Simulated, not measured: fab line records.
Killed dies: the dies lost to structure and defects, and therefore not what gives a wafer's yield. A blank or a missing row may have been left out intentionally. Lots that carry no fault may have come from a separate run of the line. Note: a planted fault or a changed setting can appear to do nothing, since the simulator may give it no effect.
A lot that was struck, set against a sound lot || flow nand_harc || 14 out of 1302 route steps
Sound: the wafers L924.2, L924.4, L924.6. Struck: wafer L917.4. (L917.1, L917.6 of the same lot were not struck and are left out.) The cause comes at the end.
Each step with rows lists, per side, the tool, then ch with its chambers, then its first start. Under that, the readings that differ: sound wafers || struck wafers || difference of the means || sigmas: that difference in standard deviations of wafers without a fault.
alike: readings whose means differ by less than 2 such deviations, and words and numbers that are the same on both sides. not compared: withheld readings, readings that some wafer has no value for, bounds like >300 that may hide the same value, and numbers for which the record gives no deviation and whose values overlap.
Wherever a step has rows on one side only, a row that says differs or no value, or a row with sigmas, the two part there. Non-overlapping numbers with no deviation appear without sigmas and do not part them. A reading that every wafer of one side lacks parts them only if that side has two wafers or more.

NHARC_A_DECK1_JOINT_ETCHBACK_07: etches the open film in HBr, target depth 105 nm, time 26.9 s.
  sound on rie_si-05 ch 0,1, day 19 16:13; struck on rie_si-01 ch 3, day 17 02:37
  alike: drypump_motor_current_A, he_backside_leak_sccm, oes_product_au, rf_fwd_power_W, run_length_s, throttle_valve_pct
  not compared: rf_hours_counter_h
then, 8 steps without rows for these wafers: NHARC_A_DECK1_JOINT_ETCH_25 (etches SiO2 in dHF, target depth 0.5 nm); NHARC_A_DECK1_JOINT_ETCH_19 (etches poly-Si in TMAH, target depth 3 nm); NHARC_A_DECK1_JOINT_ETCH_18 (etches SiO2 in dHF, target depth 3 nm); NHARC_A_DECK1_JOINT_WET_08 (chemistry H3PO4, time 86 s); NHARC_A_DECK1_JOINT_ETCH_09 (etches SiO2 in dHF, target depth 5 nm); NHARC_A_DECK1_JOINT_WET_10 (chemistry H3PO4, time 86 s); NHARC_A_DECK1_JOINT_ETCH_11 (etches SiO2 in dHF, target depth 35 nm); NHARC_A_DECK1_JOINT_CVD_12 (deposits poly-Si, target thk 90 nm, time 1800 s).
NHARC_A_DECK1_JOINT_CMP_13: polishes, target thk 51.023 nm.
  sound on cmp-04 ch 2,3, day 20 02:20; struck on cmp-01 ch 2, day 17 12:54
{"reading": "motor_current_A (A)", "sound": "13.2 11.5 13.5", "struck": 10.7, "difference": -2.0, "sigmas": -2}
  alike: slurry_filter_dp_kPa, time_to_endpoint_s
NHARC_A_DECK1_JOINT_THK_MEAS_14: measures by ellipsometry.
  struck on film_metro-01, day 17 13:10; sound on film_metro-02, day 20 02:36
{"reading": "thk_nm (nm)", "sound": "49.1 51.9 51.1", "struck": 54.0, "difference": "+3.3", "sigmas": "+2"}
following that, these wafers have no rows for 1 step: NHARC_A_DECK1_JOINT_SRD_04.
NHARC_A_DECK1_JOINT_ETCHBACK_00: etches the open film in HBr, target depth 30 nm, time 17.4 s.
  sound on rie_si-03 ch 1,2,3, day 20 02:44; struck on rie_si-03 ch 2, day 17 13:19
{"reading": "run_length_s (s)", "sound": "38.1 38.9 38.7", "struck": 30.7, "difference": -7.9, "sigmas": -22}
  alike: drypump_motor_current_A, he_backside_leak_sccm, oes_product_au, throttle_valve_pct
  not compared: rf_fwd_power_W, rf_hours_counter_h
then, 1 step without rows for these wafers: NHARC_A_DECK1_JOINT_PRECLEAN_30 (cleans in SC1).

== WHERE THEY PART ==
At NHARC_A_DECK1_JOINT_CMP_13 first; at NHARC_A_DECK1_JOINT_ETCHBACK_00 last (within this record only).

WHY: what had been put in by the simulator
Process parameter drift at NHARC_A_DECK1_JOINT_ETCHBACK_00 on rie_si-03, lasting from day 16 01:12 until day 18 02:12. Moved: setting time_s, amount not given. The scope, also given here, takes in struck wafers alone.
